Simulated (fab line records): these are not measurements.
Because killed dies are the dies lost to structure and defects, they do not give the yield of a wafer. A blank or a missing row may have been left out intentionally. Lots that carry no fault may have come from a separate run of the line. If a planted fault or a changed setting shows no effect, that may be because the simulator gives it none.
Matching of chambers ; flow n5Finfet ; N5_BEOL_M6_ALD_77 on aldMetal-01: 4 sister chambers
The step deposits TaN, target thk 2 nm, pulse time 2 s, purge time 3 s. 4 wafers are shown with their chamber, then 9 later ones without.

== WAFERS PAIRED WITH THEIR CHAMBERS ==
wafer;chamber;heaterPowerW (W)
L076.2;0;457
L079.6;3;448
L084.1;1;365
L084.5;2;597

== WAFERS WITH NO CHAMBER GIVEN ==
wafer;heaterPowerW (W)
L090.1;600
L090.3;442
L090.6;461
L093.1;592
L093.4;449
L093.6;592
L094.3;371
L094.5;594
L094.6;381

== EACH ONE'S CHAMBER ==
wafer;from the rows above;in truth
L090.1;2;2
L090.3;can't be placed: 3 or 0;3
L090.6;can't be placed: 0 or 3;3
L093.1;2;2
L093.4;can't be placed: 3 or 0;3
L093.6;2;2
L094.3;1;1
L094.5;2;2
L094.6;1;1
Placed correctly: 6 of 9. Can't be placed from these rows: 3 (the true chamber is among the candidates in 3). Wrongly placed: 0.
How it was worked out, from the rows above alone: a wafer's distance from a chamber is the root of the sum, over the readings, of the square of ((its reading less the chamber's mean) divided by the reading's scatter). If the next closest chamber is less than 2 further off than the closest, the wafer can't be placed; otherwise it belongs to the closest. A chamber's mean is the mean of its shown wafers. The scatter: with one shown wafer a chamber, the root of the mean of the squares of how far each hidden wafer lies from its nearest shown one.
